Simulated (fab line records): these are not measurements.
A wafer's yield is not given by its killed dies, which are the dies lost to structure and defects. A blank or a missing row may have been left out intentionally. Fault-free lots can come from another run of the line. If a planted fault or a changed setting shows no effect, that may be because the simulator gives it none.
Which tool is to blame? + flow n5 finfet + 10 lots with 29 wafers sampled at 5 steps, on a route of 1938 steps

== WHAT EACH GAUGE READ, for each wafer ==
The record holds no reading of a measuring or inspecting step that can be judged against a usual standard deviation.

== TOOL THAT RAN EACH LOT (tool first, then ch and the chambers of the sampled wafers, then the start) ==
| lot  | N5_BEOL_M5_DESCUM_16               | N5_BEOL_M5_ETCH_68                 | N5_BEOL_M5_TRENCH_ETCH_37                     | N5_BEOL_M5_STRIP_91                           | N5_PASSIVATION_PROBE_49 |
|------|------------------------------------|------------------------------------|-----------------------------------------------|-----------------------------------------------|-------------------------|
| L874 | rie diel-05 ch 1,2,3, day 8 10:01  | rie diel-04 ch 0,2,3, day 8 11:01  | rie diel-04 ch 0,2,3, no start                | rie diel-04 ch 0,2,3, no start                | -                       |
| L877 | rie diel-02 ch 0,2, day 9 06:52    | rie diel-02 ch 2,3, day 9 09:38    | rie diel-02 ch 2,3, no start                  | rie diel-02 ch 2,3, no start                  | -                       |
| L881 | rie diel-05 ch 1,2, day 10 05:45   | rie diel-04 ch 0,1, day 10 06:42   | rie diel-04 ch 0,1, no start                  | rie diel-04 ch 0,1, no start                  | -                       |
| L883 | rie diel-02 ch 0,2,3, day 10 12:38 | rie diel-04 ch 2,3, day 10 13:44   | rie diel-04 ch 2,3, no start                  | rie diel-04 ch 2,3, no start                  | -                       |
| L885 | rie diel-05 ch 0,3, day 10 21:00   | rie diel-05 ch 1,2, day 10 22:08   | rie diel-05 ch 1,2, no start                  | rie diel-05 ch 1,2, no start                  | -                       |
| L886 | rie diel-05 ch 1,2,3, day 11 15:26 | rie diel-02 ch 0,1,3, day 11 17:01 | rie diel-02 ch 0,1,3, no start                | rie diel-02 ch 0,1,3, no start                | -                       |
| L887 | rie diel-02 ch 0,3, day 11 19:04   | rie diel-05 ch 2,3, day 11 21:50   | rie diel-05 ch 2,3, no start                  | rie diel-05 ch 2,3, no start                  | -                       |
| L888 | rie diel-05 ch 0,1,3, day 12 07:53 | rie diel-04 ch 0,2,3, day 12 09:14 | rie diel-04 ch 0,2,3, day 17 02:27 or earlier | rie diel-04 ch 0,2,3, day 17 02:27 or earlier | prober-02, day 17 02:27 |
| L891 | rie diel-04 ch 1,2, day 12 08:20   | rie diel-05 ch 0,2, day 12 09:50   | rie diel-05 ch 0,2, no start                  | rie diel-05 ch 0,2, no start                  | -                       |
| L890 | rie diel-02 ch 2,3, day 12 17:49   | rie diel-04 ch 1,2, day 12 19:13   | rie diel-04 ch 1,2, day 17 01:40 or earlier   | rie diel-04 ch 1,2, day 17 01:40 or earlier   | prober-01, day 17 01:40 |
- N5_BEOL_M5_DESCUM_16: chemistry O2, time 7 s.
- N5_BEOL_M5_ETCH_68: etches SOC in N2/H2, target depth 80 nm, overetch 16 nm, time 120 s.
- N5_BEOL_M5_TRENCH_ETCH_37: etches SiCOH lowk in C4F6/O2, target depth 71.652 nm, time 24.7 s.
- N5_BEOL_M5_STRIP_91: strips in N2/H2, time 10 s.
- N5_PASSIVATION_PROBE_49

== WHAT THE TOOLS THEMSELVES READ (means of the sampled wafers that have a number; where no wafer has one, the mark that the record gives instead) ==
N5_BEOL_M5_DESCUM_16. Usual: drypump motor current A 5.6 A, standard deviation 0.37; oes product au 0.81 a.u., standard deviation 0.082; rf vpp V 243.5 V, standard deviation 1.2; showerhead plenum p Torr 2.12 Torr, standard deviation 0.049; throttle valve pct 20.41 %, standard deviation 0.19.
| lot  | tool        | drypump motor current A (A) | oes product au (a.u.) | rf vpp V (V) | showerhead plenum p Torr (Torr) | throttle valve pct (%) | flag |
|------|-------------|-----------------------------|-----------------------|--------------|---------------------------------|------------------------|------|
| L874 | rie diel-05 | 5.6                         | 0.86                  | 243.5        | 2.11                            | 20.43                  |      |
| L877 | rie diel-02 | 5.5                         | 0.83                  | 244.1        | 2.14                            | 20.21                  |      |
| L881 | rie diel-05 | 5.5                         | 0.83                  | 244.2        | 2.14                            | 20.49                  |      |
| L883 | rie diel-02 | 5.4                         | 0.79                  | 243.8        | 2.16                            | 20.32                  |      |
| L885 | rie diel-05 | 5.9                         | 0.80                  | 244.1        | 2.10                            | 20.51                  |      |
| L886 | rie diel-05 | 5.6                         | 0.83                  | 243.3        | 2.10                            | 20.47                  |      |
| L887 | rie diel-02 | 5.3                         | 0.85                  | 244.7        | 2.20                            | 20.22                  |      |
| L888 | rie diel-05 | 5.8                         | 0.77                  | 242.8        | 2.10                            | 20.52                  |      |
| L891 | rie diel-04 | 5.7                         | 0.88                  | 242.5        | 2.05                            | 20.28                  |      |
| L890 | rie diel-02 | 5.5                         | 0.72                  | 242.8        | 2.12                            | 20.46                  |      |

N5_BEOL_M5_ETCH_68. Usual: bias w 150.0 W, standard deviation 0.42; drypump motor current A 5.7 A, standard deviation 0.4; oes product au 0.63 a.u., standard deviation 0.056; rf vpp V 524.4 V, standard deviation 1.7; showerhead plenum p Torr 2.57 Torr, standard deviation 0.068; throttle valve pct 17.80 %, standard deviation 0.24.
| lot  | tool        | bias w (W) | drypump motor current A (A) | oes product au (a.u.) | rf vpp V (V) | showerhead plenum p Torr (Torr) | throttle valve pct (%) | flag |
|------|-------------|------------|-----------------------------|-----------------------|--------------|---------------------------------|------------------------|------|
| L874 | rie diel-04 | 149.9      | 6.0                         | 0.64                  | 523.8        | 2.58                            | 17.85                  |      |
| L877 | rie diel-02 | 149.6      | 5.3                         | 0.56                  | 525.6        | 2.61                            | 17.95                  |      |
| L881 | rie diel-04 | 150.1      | 5.7                         | 0.62                  | 523.6        | 2.52                            | 17.64                  |      |
| L883 | rie diel-04 | 149.8      | 6.2                         | 0.65                  | 524.9        | 2.60                            | 18.01                  |      |
| L885 | rie diel-05 | 150.2      | 5.5                         | 0.61                  | 524.0        | 2.55                            | 17.69                  |      |
| L886 | rie diel-02 | 150.0      | 5.2                         | 0.65                  | 525.9        | 2.66                            | 17.77                  |      |
| L887 | rie diel-05 | 149.9      | 5.5                         | 0.66                  | 523.8        | 2.55                            | 17.62                  |      |
| L888 | rie diel-04 | 154.4      | 6.0                         | 0.62                  | 534.6        | 2.57                            | 17.89                  | OFF  |
| L891 | rie diel-05 | 149.8      | 5.7                         | 0.62                  | 525.3        | 2.60                            | 17.88                  |      |
| L890 | rie diel-04 | 158.7      | 6.0                         | 0.64                  | 542.8        | 2.55                            | 17.94                  | OFF  |

N5_BEOL_M5_TRENCH_ETCH_37. Usual: bias w 185.1 W, standard deviation 0.5; drypump motor current A 5.7 A, standard deviation 0.4; oes product au 0.82 a.u., standard deviation 0.077; rf vpp V 669 V, standard deviation 7.9; showerhead plenum p Torr 2.87 Torr, standard deviation 0.064; throttle valve pct 20.88 %, standard deviation 0.22.
| lot  | tool        | bias w (W) | drypump motor current A (A) | oes product au (a.u.) | rf vpp V (V) | showerhead plenum p Torr (Torr) | throttle valve pct (%) | flag |
|------|-------------|------------|-----------------------------|-----------------------|--------------|---------------------------------|------------------------|------|
| L874 | rie diel-04 | 185.4      | 6.0                         | 0.84                  | 671          | 2.89                            | 20.97                  |      |
| L877 | rie diel-02 | 185.0      | 5.3                         | 0.71                  | 672          | 2.92                            | 21.00                  |      |
| L881 | rie diel-04 | 185.2      | 5.7                         | 0.81                  | 662          | 2.83                            | 20.78                  |      |
| L883 | rie diel-04 | 185.3      | 6.2                         | 0.86                  | 676          | 2.89                            | 21.05                  |      |
| L885 | rie diel-05 | 184.9      | 5.5                         | 0.79                  | 664          | 2.87                            | 20.86                  |      |
| L886 | rie diel-02 | 185.3      | 5.1                         | 0.84                  | 668          | 2.95                            | 20.77                  |      |
| L887 | rie diel-05 | 185.0      | 5.5                         | 0.86                  | 664          | 2.85                            | 20.79                  |      |
| L888 | rie diel-04 | 185.1      | 6.0                         | 0.80                  | 671          | 2.88                            | 21.00                  |      |
| L891 | rie diel-05 | 184.6      | 5.7                         | 0.80                  | 666          | 2.89                            | 20.93                  |      |
| L890 | rie diel-04 | 184.5      | 6.1                         | 0.85                  | 672          | 2.85                            | 20.93                  |      |

N5_BEOL_M5_STRIP_91. Usual: drypump motor current A 5.7 A, standard deviation 0.4; oes product au 0.82 a.u., standard deviation 0.078; rf vpp V 59.2 V, standard deviation 0.8; showerhead plenum p Torr 2.57 Torr, standard deviation 0.068; throttle valve pct 23.7 %, standard deviation 0.32.
| lot  | tool        | drypump motor current A (A) | oes product au (a.u.) | rf vpp V (V) | showerhead plenum p Torr (Torr) | throttle valve pct (%) | flag |
|------|-------------|-----------------------------|-----------------------|--------------|---------------------------------|------------------------|------|
| L874 | rie diel-04 | 6.0                         | 0.84                  | 59.3         | 2.58                            | 23.7                   |      |
| L877 | rie diel-02 | 5.3                         | 0.72                  | 58.5         | 2.61                            | 23.8                   |      |
| L881 | rie diel-04 | 5.7                         | 0.82                  | 58.0         | 2.51                            | 23.4                   |      |
| L883 | rie diel-04 | 6.2                         | 0.86                  | 59.2         | 2.59                            | 24.0                   |      |
| L885 | rie diel-05 | 5.5                         | 0.80                  | 59.5         | 2.55                            | 23.5                   |      |
| L886 | rie diel-02 | 5.2                         | 0.85                  | 59.0         | 2.65                            | 23.7                   |      |
| L887 | rie diel-05 | 5.5                         | 0.87                  | 59.3         | 2.54                            | 23.4                   |      |
| L888 | rie diel-04 | 6.0                         | 0.80                  | 59.6         | 2.57                            | 23.8                   |      |
| L891 | rie diel-05 | 5.7                         | 0.81                  | 59.4         | 2.60                            | 23.7                   |      |
| L890 | rie diel-04 | 6.1                         | 0.83                  | 58.2         | 2.54                            | 24.0                   |      |

N5_PASSIVATION_PROBE_49. Usual: defect limited yield 91.4 %, standard deviation 1.5; killed_at_M0_to_M3 34, standard deviation 10; killed_at_M4_up 15, standard deviation 6; killed at contacts 12, standard deviation 6; killed at front end 37, standard deviation 11; killed at other 3.3, standard deviation 2.8; killed dies 101, standard deviation 18; killed open 66, standard deviation 14; killed short 33, standard deviation 7.8; sort_bin_5_function 5.0 %, standard deviation 0.97; sort_bin_6_memory 3.2 %, standard deviation 0.72; sort n pass 1079, standard deviation 18; sort yield pct 91.4 %, standard deviation 1.5.
| lot  | tool      | defect limited yield (%) | killed_at_M0_to_M3 | killed_at_M4_up | killed at contacts | killed at front end | killed at other | killed dies | killed open | killed short | sort_bin_5_function (%) | sort_bin_6_memory (%) | sort n pass | sort yield pct (%) | flag |
|------|-----------|--------------------------|--------------------|-----------------|--------------------|---------------------|-----------------|-------------|-------------|--------------|-------------------------|-----------------------|-------------|--------------------|------|
| L888 | prober-02 | 90.0                     | 49                 | 25              | 5                  | 36                  | 2.7             | 118         | 74          | 41           | 5.5                     | 3.9                   | 1062        | 90.0               |      |
| L890 | prober-01 | 93.2                     | 22                 | 12              | 9                  | 35                  | 2.7             | 81          | 55          | 23           | 3.7                     | 2.7                   | 1099        | 93.2               |      |

== THE ANSWER, worked out from the rows above alone ==
Rule: lot off if the mean of its wafers having a number is beyond 3 standard deviations from the usual mean. A lot without any number at a reading at which 4 lots or more have one is off too. All remaining lots with rows at the step are treated as sound. First the gauges in route order, then the tools' own readings, where a lot's mean is used as printed above. At the first step where some lot is off, the reading lying furthest off is the one used; lots without a number count as furthest.
Off: L888, L890, at N5_BEOL_M5_ETCH_68 (bias w).
If a tool, at that step or one of the process steps before it, ran each lot that is off and ran no sound lot following the first of them, it fits. One fits: rie diel-04 at N5_BEOL_M5_ETCH_68. Its last sound lot is L883 (day 10 13:44), its first lot that is off L888 (day 12 09:14): a fault that began between those two fits.
The tool's own readings at N5_BEOL_M5_ETCH_68 bear it out: on the lots that are off they differ by more than 5 times the standard deviation of the sound lots' means. bias w reads 156.6 W there against 149.9 W on the sound lots; rf vpp V reads 538.7 V there against 524.6 V on the sound lots.

== WHAT WAS PUT IN BY THE SIMULATOR ==
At N5_BEOL_M5_ETCH_68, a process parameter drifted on rie diel-04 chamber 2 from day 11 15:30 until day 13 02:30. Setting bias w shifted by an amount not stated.
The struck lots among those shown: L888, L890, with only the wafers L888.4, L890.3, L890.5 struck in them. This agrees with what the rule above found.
